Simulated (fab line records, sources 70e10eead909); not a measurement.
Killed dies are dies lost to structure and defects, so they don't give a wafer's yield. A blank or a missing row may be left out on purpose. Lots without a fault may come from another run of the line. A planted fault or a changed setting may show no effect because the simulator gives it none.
A struck lot beside a sound one | flow nand_harc | 15 steps out of a route of 1302
Sound: wafers L964.2, L964.4, L964.6. Struck: wafers L963.1, L963.4, L963.6. The cause comes at the end.
At each step with rows: each side's tool, then ch and its chambers, then its first start. Under that, the readings that differ: sound wafers | struck wafers | difference of the means | sigmas: that difference in standard deviations of wafers without a fault.
alike: readings whose means differ by less than 2 such deviations, and words and numbers that are the same on both sides. not compared: withheld readings, readings that some wafer has no value for, bounds like >300 that may hide the same value, and numbers for which the record gives no deviation and whose values overlap.
The two part at a step that has a row with sigmas, a row that says differs or no value, or rows on one side only. Numbers that don't overlap but have no deviation are shown without sigmas and don't part them. A reading that every wafer of one side lacks parts them only if that side has two wafers or more.

first, 8 steps without rows for these wafers: NHARC_P_ZERO_WELL_DEHYDRATE_44 (time 120 s); NHARC_P_ZERO_WELL_HMDS_45 (time 30 s); NHARC_P_ZERO_WELL_COAT_46; NHARC_P_ZERO_WELL_SOFTBAKE_47 (time 95 s); NHARC_P_ZERO_WELL_EBR_48; NHARC_P_ZERO_WELL_EXPOSE_49 (exposes mask P HVPW, target cd 2000 nm); NHARC_P_ZERO_WELL_PEB_50 (peb time 85 s); NHARC_P_ZERO_WELL_DEVELOP_51 (time 70 s).
NHARC_P_ZERO_WELL_CD_MEAS_52: target cd 2000 nm.
  sound on cd_sem-02 ch 0, day 8 07:53; struck on cd_sem-03 ch 0, day 7 21:22
  alike: cd_nm
then, 1 step without rows for these wafers: NHARC_P_ZERO_WELL_HARDBAKE_53 (time 80 s).
NHARC_P_ZERO_WELL_DESCUM_54: chemistry O2, time 3 s.
  sound on rie_diel-03 ch 0,2, day 8 08:17; struck on rie_diel-04 ch 0,1, day 7 21:31
  alike: drypump_motor_current_A, mfc_ar_sccm, oes_product_au, rf_vpp_V, showerhead_plenum_p_Torr, throttle_valve_pct
  not compared: rf_hours_counter_h
then, 1 step without rows for these wafers: NHARC_P_ZERO_WELL_IMPLANT_55.
NHARC_P_ZERO_WELL_IMPLANT_61:
  sound on implanter-01 ch 0, day 8 08:38; struck on implanter-01, day 7 21:50
  no value came back on the struck wafers for beam_energy_keV, beam_on_s (s), implant_ion_amu; on the sound wafers beam_energy_keV reads 30.006 29.991 30.007
then, 1 step without rows for these wafers: NHARC_P_ZERO_WELL_STRIP_56 (strips in SPM, time 840 s).
-- the record jumps here: 25 days lie between the struck wafers' starts before and after (it left off in module P_ZERO_WELL and takes up again in module END, whose first step shown is number 1302 of the route) --
NHARC_END_SORT_01:
  sound on prober-01 ch 0, day 33 00:55; struck on prober-01 ch 0, day 32 16:13
  reading             | sound    | struck      | difference | sigmas
  killed_at_periphery | 1 1 1    | 612 593 588 | +597       | +99 or more
  killed_dies         | 48 45 55 | 677 677 677 | +628       | +35
  alike: killed_at_array, killed_at_other, killed_open, killed_short

WHERE THEY PART
First at NHARC_P_ZERO_WELL_IMPLANT_61; last, within this record, at NHARC_END_SORT_01.

WHY: what the simulator had put in
Skipped step whole: implanter-01, from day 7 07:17 on, at NHARC_P_ZERO_WELL_IMPLANT_61. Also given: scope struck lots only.
